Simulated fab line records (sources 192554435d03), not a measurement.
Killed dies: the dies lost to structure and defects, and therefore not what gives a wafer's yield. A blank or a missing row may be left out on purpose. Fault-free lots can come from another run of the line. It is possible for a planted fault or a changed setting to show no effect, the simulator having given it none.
Which tool was responsible? || flow n5 finfet || Sampling: 24 lots, 72 wafers, 6 of 1938 route steps

## WHAT THE GAUGES SHOWED, per wafer
N5_BEOL_M5_INSPECT_13: inspects for defects (brightfield).
{"lot": "L075", "measured": "day 8 12:22", "on": "defect inspect-01", "raw defect count": "384 383 448"}
{"lot": "L074", "measured": "day 8 21:02", "on": "defect inspect-02", "raw defect count": "482 482 461"}
{"lot": "L076", "measured": "day 9 02:49", "on": "defect inspect-02", "raw defect count": "391 433 390"}
{"lot": "L077", "measured": "day 9 08:04", "on": "defect inspect-02", "raw defect count": "531 345 292"}
{"lot": "L078", "measured": "day 9 10:43", "on": "defect inspect-02", "raw defect count": "505 427 338"}
{"lot": "L079", "measured": "day 9 22:16", "on": "defect inspect-02", "raw defect count": "518 403 293"}
{"lot": "L082", "measured": "day 10 17:41", "on": "defect inspect-02", "raw defect count": "455 490 455"}
{"lot": "L081", "measured": "day 10 23:05", "on": "defect inspect-01", "raw defect count": "330 241 458"}
{"lot": "L080", "measured": "day 11 05:05", "on": "defect inspect-01", "raw defect count": "257 295 233"}
{"lot": "L084", "measured": "day 11 08:43", "on": "defect inspect-02", "raw defect count": "364 448 254"}
{"lot": "L083", "measured": "day 11 10:35", "on": "defect inspect-02", "raw defect count": "331 320 259"}
{"lot": "L085", "measured": "day 11 12:13", "on": "defect inspect-01", "raw defect count": "390 535 472"}
{"lot": "L086", "measured": "day 12 01:55", "on": "defect inspect-02", "raw defect count": "289 490 307"}
{"lot": "L088", "measured": "day 12 21:25", "on": "defect inspect-02", "raw defect count": "315 256 389"}
{"lot": "L087", "measured": "day 12 22:04", "on": "defect inspect-01", "raw defect count": "323 314 430"}
{"lot": "L091", "measured": "day 13 01:22", "on": "defect inspect-02", "raw defect count": "306 358 331"}
{"lot": "L089", "measured": "day 13 06:40", "on": "defect inspect-02", "raw defect count": "418 245 338"}
{"lot": "L092", "measured": "day 14 02:13", "on": "defect inspect-02", "raw defect count": "403 244 480"}
{"lot": "L090", "measured": "day 14 02:33", "on": "defect inspect-02", "raw defect count": "275 383 414"}
{"lot": "L093", "measured": "day 14 08:47", "on": "defect inspect-02", "raw defect count": "317 426 292"}
{"lot": "L094", "measured": "day 14 21:40", "on": "defect inspect-01", "raw defect count": "411 370 396"}
{"lot": "L095", "measured": "day 14 21:52", "on": "defect inspect-01", "raw defect count": "415 374 515"}
{"lot": "L096", "measured": "day 15 06:53", "on": "defect inspect-02", "raw defect count": "323 346 404"}
{"lot": "L097", "measured": "day 15 07:17", "on": "defect inspect-02", "raw defect count": "402 440 678"}

N5_BEOL_M5_OVL_MEAS_29.
{"lot": "L075", "measured": "day 8 13:39", "on": "overlay-02", "V4_OVL (nm)": "0.3 0.6 0.8"}
{"lot": "L074", "measured": "day 8 22:55", "on": "overlay-02", "V4_OVL (nm)": "-0.5 -0.8 -0.7"}
{"lot": "L076", "measured": "day 9 03:46", "on": "overlay-02", "V4_OVL (nm)": "0.2 0.6 0.8"}
{"lot": "L077", "measured": "day 9 09:26", "on": "overlay-02", "V4_OVL (nm)": "0.7 0.4 0.3"}
{"lot": "L078", "measured": "day 9 14:32", "on": "overlay-02", "V4_OVL (nm)": "1.0 0.9 1.7"}
{"lot": "L079", "measured": "day 10 01:04", "on": "overlay-01", "V4_OVL (nm)": "-0.3 0.3 -0.2"}
{"lot": "L082", "measured": "day 10 19:51", "on": "overlay-01", "V4_OVL (nm)": "0.3 -0.1 -1.0"}
{"lot": "L081", "measured": "day 11 00:08", "on": "overlay-01", "V4_OVL (nm)": "0.0 -0.8 -0.6"}
{"lot": "L080", "measured": "day 11 08:13", "on": "overlay-01", "V4_OVL (nm)": "-0.8 -0.2 -1.2"}
{"lot": "L084", "measured": "day 11 11:34", "on": "overlay-01", "V4_OVL (nm)": "0.0 0.4 0.0"}
{"lot": "L083", "measured": "day 11 13:40", "on": "overlay-01", "V4_OVL (nm)": "2.0 0.8 0.8"}
{"lot": "L085", "measured": "day 11 15:29", "on": "overlay-02", "V4_OVL (nm)": "0.4 0.3 -0.1"}
{"lot": "L086", "measured": "day 12 02:52", "on": "overlay-01", "V4_OVL (nm)": "1.9 0.8 1.2"}
{"lot": "L088", "measured": "day 12 23:51", "on": "overlay-01", "V4_OVL (nm)": "1.0 0.6 -0.3"}
{"lot": "L087", "measured": "day 12 23:54", "on": "overlay-02", "V4_OVL (nm)": "-0.2 -0.7 0.3"}
{"lot": "L091", "measured": "day 13 03:35", "on": "overlay-02", "V4_OVL (nm)": "0.2 0.9 1.2"}
{"lot": "L089", "measured": "day 13 08:23", "on": "overlay-02", "V4_OVL (nm)": "0.5 0.6 0.2"}
{"lot": "L092", "measured": "day 14 04:06", "on": "overlay-01", "V4_OVL (nm)": "1.6 1.3 0.5"}
{"lot": "L090", "measured": "day 14 04:08", "on": "overlay-02", "V4_OVL (nm)": "-0.8 -0.5 -0.1"}
{"lot": "L093", "measured": "day 14 09:52", "on": "overlay-01", "V4_OVL (nm)": "1.9 -0.1 0.1"}
{"lot": "L094", "measured": "day 15 03:12", "on": "overlay-02", "V4_OVL (nm)": "-0.1 1.3 0.7"}
{"lot": "L095", "measured": "day 15 03:09", "on": "overlay-01", "V4_OVL (nm)": "0.4 0.3 -0.1"}
{"lot": "L096", "measured": "day 15 12:16", "on": "overlay-02", "V4_OVL (nm)": "0.3 0.3 -0.4"}
{"lot": "L097", "measured": "day 15 12:12", "on": "overlay-02", "V4_OVL (nm)": "-1.2 -0.1 -0.3"}

N5_BEOL_M5_OCD_MEAS_38.
{"lot": "L075", "measured": "day 8 14:09", "on": "ocd-02", "trench depth nm (nm)": "72.2 71.1 71.3"}
{"lot": "L074", "measured": "day 8 23:45", "on": "ocd-02", "trench depth nm (nm)": "70.9 70.9 72.6"}
{"lot": "L076", "measured": "day 9 04:16", "on": "ocd-01", "trench depth nm (nm)": "73.9 70.4 71.1"}
{"lot": "L077", "measured": "day 9 09:56", "on": "ocd-01", "trench depth nm (nm)": "73.5 72.0 70.8"}
{"lot": "L078", "measured": "day 9 15:25", "on": "ocd-02", "trench depth nm (nm)": "72.3 70.8 72.2"}
{"lot": "L079", "measured": "day 10 01:34", "on": "ocd-02", "trench depth nm (nm)": "70.6 71.4 71.8"}
{"lot": "L082", "measured": "day 10 21:10", "on": "ocd-02", "trench depth nm (nm)": "70.8 72.1 70.9"}
{"lot": "L081", "measured": "day 11 01:15", "on": "ocd-02", "trench depth nm (nm)": "72.1 73.4 72.1"}
{"lot": "L080", "measured": "day 11 10:16", "on": "ocd-02", "trench depth nm (nm)": "70.5 72.4 70.7"}
{"lot": "L084", "measured": "day 11 14:01", "on": "ocd-01", "trench depth nm (nm)": "73.3 71.1 72.9"}
{"lot": "L083", "measured": "day 11 15:34", "on": "ocd-02", "trench depth nm (nm)": "71.7 72.1 73.5"}
{"lot": "L085", "measured": "day 11 16:28", "on": "ocd-02", "trench depth nm (nm)": "70.8 71.2 70.2"}
{"lot": "L086", "measured": "day 12 03:22", "on": "ocd-02", "trench depth nm (nm)": "71.5 71.5 72.8"}
{"lot": "L088", "measured": "day 13 00:22", "on": "ocd-02", "trench depth nm (nm)": "69.6 71.6 71.3"}
{"lot": "L087", "measured": "day 13 00:25", "on": "ocd-01", "trench depth nm (nm)": "70.3 72.2 72.7"}
{"lot": "L091", "measured": "day 13 04:59", "on": "ocd-02", "trench depth nm (nm)": "71.6 69.7 71.9"}
{"lot": "L089", "measured": "day 13 08:53", "on": "ocd-02", "trench depth nm (nm)": "71.9 69.1 71.2"}
{"lot": "L092", "measured": "day 14 04:37", "on": "ocd-01", "trench depth nm (nm)": "71.7 70.3 70.9"}
{"lot": "L090", "measured": "day 14 05:00", "on": "ocd-01", "trench depth nm (nm)": "70.2 70.9 71.2"}
{"lot": "L093", "measured": "day 14 10:22", "on": "ocd-01", "trench depth nm (nm)": "72.2 71.6 70.7"}
{"lot": "L094", "measured": "day 15 07:07", "on": "ocd-02", "trench depth nm (nm)": "71.5 72.5 69.8"}
{"lot": "L095", "measured": "day 15 06:49", "on": "ocd-01", "trench depth nm (nm)": "71.5 70.6 72.2"}
{"lot": "L096", "measured": "day 15 13:10", "on": "ocd-01", "trench depth nm (nm)": "71.2 70.8 72.6"}
{"lot": "L097", "measured": "day 15 12:46", "on": "ocd-02", "trench depth nm (nm)": "72.3 72.2 73.6"}

## EACH LOT AND THE TOOL THAT RAN IT (in order: tool; ch and the chambers of the sampled wafers; start)
{"lot": "L075", "N5_BEOL_M4_SPUTTER_94": "pvd sputter-03, day 8 07:58", "N5_BEOL_M4_ANNEAL_51": "rtp anneal-02 ch 0, day 8 08:32", "N5_BEOL_M5_STRIP_64": "rie diel-03 ch 1,2, day 8 12:36"}
{"lot": "L074", "N5_BEOL_M4_SPUTTER_94": "pvd sputter-01, day 8 12:44", "N5_BEOL_M4_ANNEAL_51": "rtp anneal-02 ch 0, day 8 18:02", "N5_BEOL_M5_STRIP_64": "rie diel-01 ch 0,2,3, day 8 21:16"}
{"lot": "L076", "N5_BEOL_M4_SPUTTER_94": "pvd sputter-02, day 8 19:07", "N5_BEOL_M4_ANNEAL_51": "rtp anneal-02 ch 0, day 8 22:22", "N5_BEOL_M5_STRIP_64": "rie diel-02 ch 1,3, day 9 03:04"}
{"lot": "L077", "N5_BEOL_M4_SPUTTER_94": "pvd sputter-01, day 9 01:46", "N5_BEOL_M4_ANNEAL_51": "rtp anneal-02 ch 0, day 9 03:20", "N5_BEOL_M5_STRIP_64": "rie diel-02 ch 2,3, day 9 08:18"}
{"lot": "L078", "N5_BEOL_M4_SPUTTER_94": "pvd sputter-02, day 9 02:57", "N5_BEOL_M4_ANNEAL_51": "rtp anneal-02 ch 0, day 9 05:39", "N5_BEOL_M5_STRIP_64": "rie diel-03 ch 0,1,2, day 9 10:58"}
{"lot": "L079", "N5_BEOL_M4_SPUTTER_94": "pvd sputter-03, day 9 17:47", "N5_BEOL_M4_ANNEAL_51": "rtp anneal-02 ch 0, day 9 18:19", "N5_BEOL_M5_STRIP_64": "rie diel-02 ch 0,2, day 9 22:31"}
{"lot": "L082", "N5_BEOL_M4_SPUTTER_94": "pvd sputter-01, day 10 11:54", "N5_BEOL_M4_ANNEAL_51": "rtp anneal-02 ch 0, day 10 13:29", "N5_BEOL_M5_STRIP_64": "rie diel-03 ch 0,1,3, day 10 17:57"}
{"lot": "L081", "N5_BEOL_M4_SPUTTER_94": "pvd sputter-01, day 10 17:13", "N5_BEOL_M4_ANNEAL_51": "rtp anneal-02 ch 0, day 10 20:07", "N5_BEOL_M5_STRIP_64": "rie diel-02 ch 0,2,3, day 10 23:20"}
{"lot": "L080", "N5_BEOL_M4_SPUTTER_94": "pvd sputter-02, day 10 20:11", "N5_BEOL_M4_ANNEAL_51": "rtp anneal-02 ch 0, day 11 00:06", "N5_BEOL_M5_STRIP_64": "rie diel-01 ch 0,1,3, day 11 06:59"}
{"lot": "L084", "N5_BEOL_M4_SPUTTER_94": "pvd sputter-02, day 11 00:26", "N5_BEOL_M4_ANNEAL_51": "rtp anneal-02 ch 0, day 11 05:23", "N5_BEOL_M5_STRIP_64": "rie diel-01 ch 0,2,3, day 11 10:38"}
{"lot": "L083", "N5_BEOL_M4_SPUTTER_94": "pvd sputter-03, day 11 04:06", "N5_BEOL_M4_ANNEAL_51": "rtp anneal-02 ch 0, day 11 07:29", "N5_BEOL_M5_STRIP_64": "rie diel-02 ch 2,3, day 11 12:50"}
{"lot": "L085", "N5_BEOL_M4_SPUTTER_94": "pvd sputter-02, day 11 07:12", "N5_BEOL_M4_ANNEAL_51": "rtp anneal-02 ch 0, day 11 09:07", "N5_BEOL_M5_STRIP_64": "rie diel-01 ch 0,1,2, day 11 14:13"}
{"lot": "L086", "N5_BEOL_M4_SPUTTER_94": "pvd sputter-02, day 11 21:45", "N5_BEOL_M4_ANNEAL_51": "rtp anneal-02 ch 0, day 11 22:13", "N5_BEOL_M5_STRIP_64": "rie diel-01 ch 0,1,2, day 12 02:10"}
{"lot": "L088", "N5_BEOL_M4_SPUTTER_94": "pvd sputter-01, day 12 15:17", "N5_BEOL_M4_ANNEAL_51": "rtp anneal-01 ch 0, day 12 15:45", "N5_BEOL_M5_STRIP_64": "rie diel-03 ch 1,2, day 12 21:39"}
{"lot": "L087", "N5_BEOL_M4_SPUTTER_94": "pvd sputter-01, day 12 18:10", "N5_BEOL_M4_ANNEAL_51": "rtp anneal-01 ch 0, day 12 18:35", "N5_BEOL_M5_STRIP_64": "rie diel-01 ch 1,2,3, day 12 22:22"}
{"lot": "L091", "N5_BEOL_M4_SPUTTER_94": "pvd sputter-02, day 12 21:01", "N5_BEOL_M4_ANNEAL_51": "rtp anneal-02 ch 0, day 12 21:31", "N5_BEOL_M5_STRIP_64": "rie diel-03 ch 1,2, day 13 01:37"}
{"lot": "L089", "N5_BEOL_M4_SPUTTER_94": "pvd sputter-02, day 13 02:37", "N5_BEOL_M4_ANNEAL_51": "rtp anneal-01 ch 0, day 13 03:05", "N5_BEOL_M5_STRIP_64": "rie diel-02 ch 0,1, day 13 07:01"}
{"lot": "L092", "N5_BEOL_M4_SPUTTER_94": "pvd sputter-03, day 13 21:17", "N5_BEOL_M4_ANNEAL_51": "rtp anneal-01 ch 0, day 13 21:50", "N5_BEOL_M5_STRIP_64": "rie diel-03 ch 0,1,2, day 14 02:27"}
{"lot": "L090", "N5_BEOL_M4_SPUTTER_94": "pvd sputter-01, day 13 22:04", "N5_BEOL_M4_ANNEAL_51": "rtp anneal-02 ch 0, day 13 22:32", "N5_BEOL_M5_STRIP_64": "rie diel-03 ch 0,2,3, day 14 02:47"}
{"lot": "L093", "N5_BEOL_M4_SPUTTER_94": "pvd sputter-02, day 14 04:16", "N5_BEOL_M4_ANNEAL_51": "rtp anneal-01 ch 0, day 14 04:49", "N5_BEOL_M5_STRIP_64": "rie diel-02 ch 0,1,3, day 14 09:01"}
{"lot": "L094", "N5_BEOL_M4_SPUTTER_94": "pvd sputter-01, day 14 17:28", "N5_BEOL_M4_ANNEAL_51": "rtp anneal-02 ch 0, day 14 17:53", "N5_BEOL_M5_STRIP_64": "rie diel-02 ch 0,1,3, day 14 23:25"}
{"lot": "L095", "N5_BEOL_M4_SPUTTER_94": "pvd sputter-02, day 14 17:42", "N5_BEOL_M4_ANNEAL_51": "rtp anneal-01 ch 0, day 14 18:07", "N5_BEOL_M5_STRIP_64": "rie diel-02 ch 1,2, day 14 23:43"}
{"lot": "L096", "N5_BEOL_M4_SPUTTER_94": "pvd sputter-03, day 15 01:41", "N5_BEOL_M4_ANNEAL_51": "rtp anneal-01 ch 0, day 15 02:11", "N5_BEOL_M5_STRIP_64": "rie diel-02 ch 0,2,3, day 15 09:07"}
{"lot": "L097", "N5_BEOL_M4_SPUTTER_94": "pvd sputter-02, day 15 03:29", "N5_BEOL_M4_ANNEAL_51": "rtp anneal-01 ch 0, day 15 03:55", "N5_BEOL_M5_STRIP_64": "rie diel-02 ch 0,1, day 15 09:36"}
- N5_BEOL_M4_SPUTTER_94: material Cu, target thk 4.5 nm, time 8.29 s.
- N5_BEOL_M4_ANNEAL_51: time 90 s.
- N5_BEOL_M5_STRIP_64: strips in CF4.

## AS READ BY THE TOOLS THEMSELVES (means over the sampled wafers that have a number; for cases with no such wafer, the mark the record gives instead)
N5_BEOL_M4_SPUTTER_94.
{"lot": "L075", "tool": "pvd sputter-03", "chuck gas flow sccm (sccm)": 1.26, "throttle valve pct (%)": 29.7}
{"lot": "L074", "tool": "pvd sputter-01", "chuck gas flow sccm (sccm)": 1.24, "throttle valve pct (%)": 30.4}
{"lot": "L076", "tool": "pvd sputter-02", "chuck gas flow sccm (sccm)": 1.27, "throttle valve pct (%)": 30.6}
{"lot": "L077", "tool": "pvd sputter-01", "chuck gas flow sccm (sccm)": 1.19, "throttle valve pct (%)": 30.8}
{"lot": "L078", "tool": "pvd sputter-02", "chuck gas flow sccm (sccm)": 1.25, "throttle valve pct (%)": 30.9}
{"lot": "L079", "tool": "pvd sputter-03", "chuck gas flow sccm (sccm)": 1.25, "throttle valve pct (%)": 29.3}
{"lot": "L082", "tool": "pvd sputter-01", "chuck gas flow sccm (sccm)": 1.25, "throttle valve pct (%)": 31.7}
{"lot": "L081", "tool": "pvd sputter-01", "chuck gas flow sccm (sccm)": 1.26, "throttle valve pct (%)": 30.7}
{"lot": "L080", "tool": "pvd sputter-02", "chuck gas flow sccm (sccm)": 1.23, "throttle valve pct (%)": 30.6}
{"lot": "L084", "tool": "pvd sputter-02", "chuck gas flow sccm (sccm)": 1.28, "throttle valve pct (%)": 31.4}
{"lot": "L083", "tool": "pvd sputter-03", "chuck gas flow sccm (sccm)": 1.24, "throttle valve pct (%)": 30.7}
{"lot": "L085", "tool": "pvd sputter-02", "chuck gas flow sccm (sccm)": 1.26, "throttle valve pct (%)": 31.4}
{"lot": "L086", "tool": "pvd sputter-02", "chuck gas flow sccm (sccm)": 1.21, "throttle valve pct (%)": 31.4}
{"lot": "L088", "tool": "pvd sputter-01", "chuck gas flow sccm (sccm)": 1.24, "throttle valve pct (%)": 30.5}
{"lot": "L087", "tool": "pvd sputter-01", "chuck gas flow sccm (sccm)": 1.26, "throttle valve pct (%)": 30.2}
{"lot": "L091", "tool": "pvd sputter-02", "chuck gas flow sccm (sccm)": 1.24, "throttle valve pct (%)": 30.8}
{"lot": "L089", "tool": "pvd sputter-02", "chuck gas flow sccm (sccm)": 1.26, "throttle valve pct (%)": 30.3}
{"lot": "L092", "tool": "pvd sputter-03", "chuck gas flow sccm (sccm)": 1.24, "throttle valve pct (%)": 30.0}
{"lot": "L090", "tool": "pvd sputter-01", "chuck gas flow sccm (sccm)": 1.29, "throttle valve pct (%)": 31.1}
{"lot": "L093", "tool": "pvd sputter-02", "chuck gas flow sccm (sccm)": 1.24, "throttle valve pct (%)": 31.3}
{"lot": "L094", "tool": "pvd sputter-01", "chuck gas flow sccm (sccm)": 1.27, "throttle valve pct (%)": 30.8}
{"lot": "L095", "tool": "pvd sputter-02", "chuck gas flow sccm (sccm)": 1.23, "throttle valve pct (%)": 31.3}
{"lot": "L096", "tool": "pvd sputter-03", "chuck gas flow sccm (sccm)": 1.26, "throttle valve pct (%)": 29.9}
{"lot": "L097", "tool": "pvd sputter-02", "chuck gas flow sccm (sccm)": 1.28, "throttle valve pct (%)": 30.6}

N5_BEOL_M4_ANNEAL_51.
{"lot": "L075", "tool": "rtp anneal-02", "wafer_temp_C_max": 226.31}
{"lot": "L074", "tool": "rtp anneal-02", "wafer_temp_C_max": 226.14}
{"lot": "L076", "tool": "rtp anneal-02", "wafer_temp_C_max": 226.01}
{"lot": "L077", "tool": "rtp anneal-02", "wafer_temp_C_max": 225.99}
{"lot": "L078", "tool": "rtp anneal-02", "wafer_temp_C_max": 226.14}
{"lot": "L079", "tool": "rtp anneal-02", "wafer_temp_C_max": 225.92}
{"lot": "L082", "tool": "rtp anneal-02", "wafer_temp_C_max": 226.01}
{"lot": "L081", "tool": "rtp anneal-02", "wafer_temp_C_max": 226.44}
{"lot": "L080", "tool": "rtp anneal-02", "wafer_temp_C_max": 226.05}
{"lot": "L084", "tool": "rtp anneal-02", "wafer_temp_C_max": 226.23}
{"lot": "L083", "tool": "rtp anneal-02", "wafer_temp_C_max": 226.38}
{"lot": "L085", "tool": "rtp anneal-02", "wafer_temp_C_max": 226.12}
{"lot": "L086", "tool": "rtp anneal-02", "wafer_temp_C_max": 226.17}
{"lot": "L088", "tool": "rtp anneal-01", "wafer_temp_C_max": 225.73}
{"lot": "L087", "tool": "rtp anneal-01", "wafer_temp_C_max": 225.67}
{"lot": "L091", "tool": "rtp anneal-02", "wafer_temp_C_max": 226.16}
{"lot": "L089", "tool": "rtp anneal-01", "wafer_temp_C_max": 225.74}
{"lot": "L092", "tool": "rtp anneal-01", "wafer_temp_C_max": 226.00}
{"lot": "L090", "tool": "rtp anneal-02", "wafer_temp_C_max": 226.44}
{"lot": "L093", "tool": "rtp anneal-01", "wafer_temp_C_max": 225.65}
{"lot": "L094", "tool": "rtp anneal-02", "wafer_temp_C_max": 226.01}
{"lot": "L095", "tool": "rtp anneal-01", "wafer_temp_C_max": 226.00}
{"lot": "L096", "tool": "rtp anneal-01", "wafer_temp_C_max": 225.90}
{"lot": "L097", "tool": "rtp anneal-01", "wafer_temp_C_max": 225.93}

N5_BEOL_M5_STRIP_64.
{"lot": "L075", "tool": "rie diel-03", "drypump motor current A (A)": 5.5, "oes product au (a.u.)": 0.81, "rf vpp V (V)": 272.2, "showerhead plenum p Torr (Torr)": 1.82, "throttle valve pct (%)": 13.75}
{"lot": "L074", "tool": "rie diel-01", "drypump motor current A (A)": 5.9, "oes product au (a.u.)": 0.72, "rf vpp V (V)": 270.8, "showerhead plenum p Torr (Torr)": 1.79, "throttle valve pct (%)": 13.87}
{"lot": "L076", "tool": "rie diel-02", "drypump motor current A (A)": 5.4, "oes product au (a.u.)": 0.78, "rf vpp V (V)": 272.7, "showerhead plenum p Torr (Torr)": 1.87, "throttle valve pct (%)": 13.71}
{"lot": "L077", "tool": "rie diel-02", "drypump motor current A (A)": 5.4, "oes product au (a.u.)": 0.77, "rf vpp V (V)": 271.9, "showerhead plenum p Torr (Torr)": 1.83, "throttle valve pct (%)": 13.84}
{"lot": "L078", "tool": "rie diel-03", "drypump motor current A (A)": 5.5, "oes product au (a.u.)": 0.80, "rf vpp V (V)": 271.5, "showerhead plenum p Torr (Torr)": 1.82, "throttle valve pct (%)": 13.68}
{"lot": "L079", "tool": "rie diel-02", "drypump motor current A (A)": 5.7, "oes product au (a.u.)": 0.79, "rf vpp V (V)": 269.5, "showerhead plenum p Torr (Torr)": 1.77, "throttle valve pct (%)": 13.52}
{"lot": "L082", "tool": "rie diel-03", "drypump motor current A (A)": 5.6, "oes product au (a.u.)": 0.77, "rf vpp V (V)": 271.5, "showerhead plenum p Torr (Torr)": 1.82, "throttle valve pct (%)": 13.73}
{"lot": "L081", "tool": "rie diel-02", "drypump motor current A (A)": 5.5, "oes product au (a.u.)": 0.81, "rf vpp V (V)": 272.5, "showerhead plenum p Torr (Torr)": 1.82, "throttle valve pct (%)": 13.64}
{"lot": "L080", "tool": "rie diel-01", "drypump motor current A (A)": 6.1, "oes product au (a.u.)": 0.71, "rf vpp V (V)": 271.4, "showerhead plenum p Torr (Torr)": 1.76, "throttle valve pct (%)": 13.83}
{"lot": "L084", "tool": "rie diel-01", "drypump motor current A (A)": 5.9, "oes product au (a.u.)": 0.71, "rf vpp V (V)": 271.1, "showerhead plenum p Torr (Torr)": 1.79, "throttle valve pct (%)": 13.92}
{"lot": "L083", "tool": "rie diel-02", "drypump motor current A (A)": 5.4, "oes product au (a.u.)": 0.76, "rf vpp V (V)": 271.7, "showerhead plenum p Torr (Torr)": 1.83, "throttle valve pct (%)": 13.87}
{"lot": "L085", "tool": "rie diel-01", "drypump motor current A (A)": 5.7, "oes product au (a.u.)": 0.71, "rf vpp V (V)": 271.7, "showerhead plenum p Torr (Torr)": 1.80, "throttle valve pct (%)": 13.94}
{"lot": "L086", "tool": "rie diel-01", "drypump motor current A (A)": 5.8, "oes product au (a.u.)": 0.71, "rf vpp V (V)": 271.6, "showerhead plenum p Torr (Torr)": 1.80, "throttle valve pct (%)": 13.95}
{"lot": "L088", "tool": "rie diel-03", "drypump motor current A (A)": 5.5, "oes product au (a.u.)": 0.77, "rf vpp V (V)": 272.1, "showerhead plenum p Torr (Torr)": 1.82, "throttle valve pct (%)": 13.79}
{"lot": "L087", "tool": "rie diel-01", "drypump motor current A (A)": 6.0, "oes product au (a.u.)": 0.71, "rf vpp V (V)": 270.6, "showerhead plenum p Torr (Torr)": 1.78, "throttle valve pct (%)": 13.93}
{"lot": "L091", "tool": "rie diel-03", "drypump motor current A (A)": 5.7, "oes product au (a.u.)": 0.82, "rf vpp V (V)": 272.7, "showerhead plenum p Torr (Torr)": 1.86, "throttle valve pct (%)": 13.67}
{"lot": "L089", "tool": "rie diel-02", "drypump motor current A (A)": 5.7, "oes product au (a.u.)": 0.74, "rf vpp V (V)": 271.4, "showerhead plenum p Torr (Torr)": 1.81, "throttle valve pct (%)": 13.67}
{"lot": "L092", "tool": "rie diel-03", "drypump motor current A (A)": 5.5, "oes product au (a.u.)": 0.76, "rf vpp V (V)": 272.0, "showerhead plenum p Torr (Torr)": 1.81, "throttle valve pct (%)": 13.75}
{"lot": "L090", "tool": "rie diel-03", "drypump motor current A (A)": 5.4, "oes product au (a.u.)": 0.71, "rf vpp V (V)": 270.3, "showerhead plenum p Torr (Torr)": 1.78, "throttle valve pct (%)": 13.92}
{"lot": "L093", "tool": "rie diel-02", "drypump motor current A (A)": 5.5, "oes product au (a.u.)": 0.79, "rf vpp V (V)": 271.9, "showerhead plenum p Torr (Torr)": 1.83, "throttle valve pct (%)": 13.63}
{"lot": "L094", "tool": "rie diel-02", "drypump motor current A (A)": 5.4, "oes product au (a.u.)": 0.78, "rf vpp V (V)": 272.6, "showerhead plenum p Torr (Torr)": 1.83, "throttle valve pct (%)": 13.63}
{"lot": "L095", "tool": "rie diel-02", "drypump motor current A (A)": 5.6, "oes product au (a.u.)": 0.69, "rf vpp V (V)": 271.4, "showerhead plenum p Torr (Torr)": 1.82, "throttle valve pct (%)": 13.94}
{"lot": "L096", "tool": "rie diel-02", "drypump motor current A (A)": 5.5, "oes product au (a.u.)": 0.77, "rf vpp V (V)": 270.6, "showerhead plenum p Torr (Torr)": 1.81, "throttle valve pct (%)": 13.72}
{"lot": "L097", "tool": "rie diel-02", "drypump motor current A (A)": 5.7, "oes product au (a.u.)": 0.76, "rf vpp V (V)": 271.3, "showerhead plenum p Torr (Torr)": 1.78, "throttle valve pct (%)": 13.55}

## THE ANSWER, worked out from the rows above alone
Rule: the usual values come from the lots themselves. The widest of any qualifying gaps counts: lots, ordered by their means at a reading, are off when they make up no more than a third of the lots, leave a main group of 4 or more, and stand apart from it by 3 or more times the standard deviation of that group's means. The tables above print the reading to a certain number of digits; a main group whose means all agree to those digits is not used. Also off: a lot with no number at a reading for which 4 or more lots have one. The other lots that the step has rows for count as sound. Order of review: gauges by route order, followed by the tools' own readings, for which a lot's mean as printed above is used. At the first step where some lot is off, the reading lying furthest off is the one used; lots without a number count as furthest.
None of the lots is off at any reading shown; this tells nothing.

## WHAT THE SIMULATOR HAD PUT IN
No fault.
